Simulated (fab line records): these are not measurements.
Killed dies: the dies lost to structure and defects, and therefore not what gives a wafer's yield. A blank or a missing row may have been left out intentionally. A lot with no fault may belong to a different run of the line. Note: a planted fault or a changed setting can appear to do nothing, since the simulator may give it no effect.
A lot that was struck, set against a sound lot | flow n5_finfet | 39 out of 1938 route steps
Sound: wafers L469.1, L469.4, L469.6. Struck: wafer L486.1. (L486.5, L486.6 of the same lot were not struck and are left out.) The cause comes at the end.
Per side, at each step with rows, come the tool, then ch with its chambers, and then its first start. Under that, the readings that differ: sound wafers | struck wafers | difference of the means | sigmas: that difference in standard deviations of wafers without a fault.
alike: words and numbers the same on both sides, and readings whose means are apart by under 2 such deviations; not compared: readings that were withheld, readings missing a value for some wafer, numbers with overlapping values and no deviation given by the record, and bounds like >300 which may hide the same value.
A row with sigmas, a row that says differs or no value, or rows on one side alone: a step with any of these is where the two part. Non-overlapping numbers with no deviation appear without sigmas and do not part them. A reading missing from all wafers of one side parts the sides only when that side holds two or more wafers.

first, 9 steps without rows for these wafers: N5_DUMMY_GATE_EXPOSE_12 (exposes mask GATE, target cd 25 nm); N5_DUMMY_GATE_PEB_13 (peb time 60 s); N5_DUMMY_GATE_DEVELOP_14 (develop time 30 s); N5_DUMMY_GATE_DESCUM_20 (chemistry O2, time 6.2 s); N5_DUMMY_GATE_ETCH_29 (etches underlayer in N2/H2, target depth 13 nm); N5_DUMMY_GATE_ETCH_36 (etches SiARC in CF4, target depth 13 nm); N5_DUMMY_GATE_ETCH_37 (etches SOC in N2/H2, target depth 60 nm, overetch 30 nm); N5_DUMMY_GATE_STRIP_38 (strips in N2/H2); N5_DUMMY_GATE_STRIP_39 (strips in N2/H2).
N5_DUMMY_GATE_TRIM_49: chemistry O2, time 29 s, target cd 14 nm.
  sound on rie_si-02 ch 0,1, day 2 22:32; struck on rie_si-02 ch 3, day 7 06:32
  reading                     | sound             | struck | difference | sigmas
  oes_product_au (a.u.)       | 0.974 1.034 0.976 | 1.408  | +0.413     | +20
  model.DUMMY_GATE.cd_nm (nm) | 14 14 14.2        | 8      | -6         |
  alike: drypump_motor_current_A, temp_c, throttle_valve_pct
  not compared: rf_hours_counter_h
then, 1 step without rows for these wafers: N5_DUMMY_GATE_STRIP_40 (strips in CF4).
N5_DUMMY_GATE_CD_MEAS_50 targets a cd of 14 nm.
  sound: cd_sem-02 at day 2 22:44; struck: cd_sem-02 at day 7 06:47
  reading    | sound          | struck | difference | sigmas
  cd_nm (nm) | 13.8 13.9 14.5 | 7.9    | -6.2       | -14
then, 6 steps without rows for these wafers: N5_DUMMY_GATE_ETCH_31 (etches SiO2 in C4F6/O2, target depth 82.5 nm, time 27.5 s); N5_DUMMY_GATE_STRIP_41 (strips in O2); N5_DUMMY_GATE_HM_OPEN_21 (chemistry CH3F/O2, target SiNx, target depth 120 nm, time 171.4 s); N5_DUMMY_GATE_ETCH_32 (etches SiO2 in CF4, target depth 3.5 nm, time 3.9 s); N5_DUMMY_GATE_ETCH_23 (etches poly-Si in HBr/Cl2/O2, target depth 41 nm, time 22.3 s); N5_DUMMY_GATE_ETCH_44 (etches poly-Si in HBr/O2, stops on SiO2, target depth 127.5 nm).
N5_DUMMY_GATE_CD_MEAS_24 targets a cd of 15 nm.
  sound: cd_sem-03 at day 2 23:14; struck: cd_sem-02 at day 7 07:16
  reading    | sound          | struck | difference | sigmas
  cd_nm (nm) | 15.4 15.5 15.6 | 8.8    | -6.7       | -13
N5_DUMMY_GATE_ETCH_42: etches SiO2 in CHF3/O2, target depth 3.5 nm, time 31 s.
  sound on rie_diel-03 ch 0,1, day 2 23:16; struck on rie_diel-02 ch 2, day 7 07:19
  reading                     | sound          | struck | difference | sigmas
  model.DUMMY_GATE.cd_nm (nm) | 15.4 15.2 15.6 | 8.8    | -6.6       |
  alike: drypump_motor_current_A, oes_product_au, rf_vpp_V, showerhead_plenum_p_Torr, throttle_valve_pct
  not compared: rf_hours_counter_h
then, 17 steps without rows for these wafers: N5_DUMMY_GATE_STRIP_48 (strips in N2/H2, time 20 s); N5_DUMMY_GATE_PRECLEAN_33 (cleans in dHF, time 10 s); N5_DUMMY_GATE_PRECLEAN_25 (cleans in O3/DIW, time 45 s); N5_DUMMY_GATE_PRECLEAN_51 (cleans in SC2, time 45 s); N5_DUMMY_GATE_SRD_26 (time 30 s); N5_DUMMY_GATE_UV_OZONE_45 (time 120 s); N5_SPACER0_ALD_07 (deposits SiNx, target thk 2 nm); N5_SPACER0_ALD_00 (deposits SiOCN, target thk 3.5 nm, pulse time 3 s, purge time 2 s); N5_SPACER0_ALD_08 (deposits SiNx, target thk 2 nm); N5_SD_EPI_N_COAT_32 (time 60 s, resist thk 350 nm); N5_SD_EPI_N_COAT_33 (time 60 s, resist thk 35 nm); N5_SD_EPI_N_COAT_03 (resist thk 150 nm); N5_SD_EPI_N_EBR_05; N5_SD_EPI_N_SOFTBAKE_04 (time 60 s); N5_SD_EPI_N_EXPOSE_06 (exposes mask SD N BLK, target cd 120 nm); N5_SD_EPI_N_PEB_07 (peb time 60 s); N5_SD_EPI_N_DEVELOP_08 (develop time 30 s).
N5_BEOL_M4_RC_MEAS_101:
  the record has rows for the sound wafers here (prober-01 ch 0, day 8 09:14) and none for the struck ones
-- here the record skips 9 days between the struck wafers' starts before and after, leaving off in module BEOL_M4 and picking up in module PASSIVATION (first step shown: number 1936 of the route) --
N5_PASSIVATION_PROBE_49:
  sound: prober-02 at day 12 17:41; struck: prober-01 at day 16 03:34
  reading                  | sound          | struck | difference | sigmas
  defect_limited_yield (%) | 92.0 92.3 88.4 | 0      | -91        | -61
  killed_at_front_end      | 35 28 43       | 1123   | +1088      | +99
  killed_dies              | 94 91 137      | 1180   | +1073      | +60
  killed_on_rim            | 17 11 12       | 152    | +139       | +40
  sort_bin_5_function (%)  | 4.7 4.5 6.3    | 96.1   | +90.9      | +94
  sort_n_pass              | 1086 1089 1043 | 0      | -1073      | -56
  sort_yield_pct (%)       | 92.0 92.3 88.4 | 0      | -91        | -57
  alike: killed_at_M0_to_M3, killed_at_M4_up, killed_at_contacts, killed_at_other, killed_open, killed_short, sort_bin_6_memory

## WHERE THEY PART
At N5_DUMMY_GATE_TRIM_49 first; at N5_PASSIVATION_PROBE_49 last (within this record only).

WHY: the cause the simulator had injected
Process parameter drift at N5_DUMMY_GATE_TRIM_49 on rie_si-02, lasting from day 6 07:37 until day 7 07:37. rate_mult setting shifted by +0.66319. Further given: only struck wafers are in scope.
